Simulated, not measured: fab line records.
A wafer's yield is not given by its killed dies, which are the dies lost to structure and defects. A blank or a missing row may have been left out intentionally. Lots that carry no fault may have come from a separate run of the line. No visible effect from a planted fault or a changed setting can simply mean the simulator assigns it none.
A lot that was struck, set against a sound lot    flow nand harc    15 steps out of a route of 1302
Sound: wafers L704.1, L704.3, L704.5. The struck wafers were L713.2, L713.3, L713.5. Last of all comes the cause.
Each step with rows lists, per side, the tool, then ch with its chambers, then its first start. Under that, the readings that differ: sound wafers    struck wafers    difference of the means    sigmas: that difference in standard deviations of wafers without a fault.
alike: readings whose means differ by less than 2 such deviations, and words and numbers that are the same on both sides. not compared: withheld readings, readings that some wafer has no value for, bounds like >300 that may hide the same value, and numbers for which the record gives no deviation and whose values overlap.
The two part at a step that has a row with sigmas, a row that says differs or no value, or rows on one side only. Non-overlapping numbers with no deviation appear without sigmas and do not part them. A reading that every wafer of one side lacks parts them only if that side has two wafers or more.

first, 2 steps without rows for these wafers: NHARC_A_CONTACT_DESCUM_13 (chemistry O2, time 3 s); NHARC_A_CONTACT_ETCH_88 (etches the open film in CF4, target depth 39 nm, time 65 s).
NHARC_A_CONTACT_ETCH_89: etches the open film in N2/H2, target depth 260 nm, time 475.3 s.
  sound on rie diel-06 ch 0,1,2; struck on rie diel-12 ch 1,2
  alike: bias w, chamber pressure mTorr, drypump motor current A, oes product au, rf vpp V, showerhead plenum p Torr, throttle valve pct
  not compared: rf hours counter h
then, 2 steps without rows for these wafers: NHARC_A_CONTACT_ETCH_30 (etches the open film in CF4/CHF3, target depth 72.6 nm, time 36.3 s); NHARC_A_CONTACT_ETCH_31 (etches the open film in O2/COS, target depth 2800 nm, time 728 s).
NHARC_A_CONTACT_ETCH_134: etches the open film in C4F8/O2/Ar, time 140 s, target depth 700 nm.
  sound on har cap etch-02 ch 0,1, day 23 21:02; struck on har cap etch-01 ch 0, day 27 23:53
reading                 sound              struck             difference  sigmas
oes air line au (a.u.)  1.047 1.033 1.019  0.970 0.996 0.988  -0.048      -3
  alike: chamber pressure mTorr
  not compared: rf hours counter h
NHARC_A_CONTACT_ETCH_135: etches the open film in C4F8/O2/Ar, time 311 s, target depth 1912 nm.
  sound on har cap etch-02 ch 0,1, day 23 21:14; struck on har cap etch-01 ch 0, day 28 00:05
  alike: chamber pressure mTorr, oes air line au
  not compared: rf hours counter h
NHARC_A_CONTACT_ETCH_136: etches the open film in C4F8/O2/Ar, time 311 s, target depth 1912 nm.
  sound on har cap etch-02 ch 0,1, day 23 21:31; struck on har cap etch-01 ch 0, day 28 00:22
reading                         sound                 struck                difference  sigmas
chamber pressure mTorr (mTorr)  20.048 20.025 20.026  19.992 19.970 19.974  -0.054      -3
  alike: oes air line au
  not compared: rf hours counter h
then, 3 steps without rows for these wafers: NHARC_A_CONTACT_ETCH_137 (etches the open film in C4F8/O2/Ar, time 311 s, target depth 1912 nm); NHARC_A_CONTACT_ETCH_138 (etches the open film in C4F8/O2/Ar, time 311 s, target depth 1914 nm); NHARC_A_CONTACT_ETCH_139 (etches the open film in C4F8/O2/Ar, time 195 s, target depth 840 nm).
NHARC_A_CONTACT_ETCH_92: etches the open film in CH3F/O2, target depth 40 nm, time 85.7 s.
  sound on rie diel-03 ch 0,1,2, day 23 22:55; struck on rie diel-06 ch 2,3, day 28 01:44
  alike: bias w, ch3f flow sccm, drypump motor current A, oes product au, rf vpp V, showerhead plenum p Torr, throttle valve pct
  not compared: rf hours counter h
NHARC_A_CONTACT_ETCH_98: etches the open film in C4F6/O2, target depth 20 nm, time 10 s.
  sound on rie diel-03 ch 0,1, day 23 23:01; struck on rie diel-06 ch 0,1, day 28 01:53
  no value came back on the struck wafers for any of 8 readings (bias w (W), c4f6 flow sccm (sccm) and others); on the sound wafers bias w (W) reads 499.8 500.2 497.7
  not compared: rf hours counter h
NHARC_A_CONTACT_CD_MEAS_15:
  sound on cd sem-03 at day 23 23:06; struck on cd sem-03 at day 28 01:58
  alike: cd nm
-- the record jumps here: 2 days lie between the struck wafers' starts before and after (it left off in module A_CONTACT and takes up again in module END, whose first step shown is number 1302 of the route) --
NHARC_END_SORT_01:
  sound on prober-01 ch 0, day 26 04:55; struck on prober-02 ch 0, day 30 05:21
reading          sound     struck       difference  sigmas
killed at array  73 78 88  673 675 672  +594        +35
killed dies      82 85 93  677 677 677  +590        +35
  alike: killed at other, killed at periphery, killed open, killed short

## WHERE THEY PART
First at NHARC_A_CONTACT_ETCH_134; last, within this record, at NHARC_END_SORT_01.

WHY: the cause the simulator had injected
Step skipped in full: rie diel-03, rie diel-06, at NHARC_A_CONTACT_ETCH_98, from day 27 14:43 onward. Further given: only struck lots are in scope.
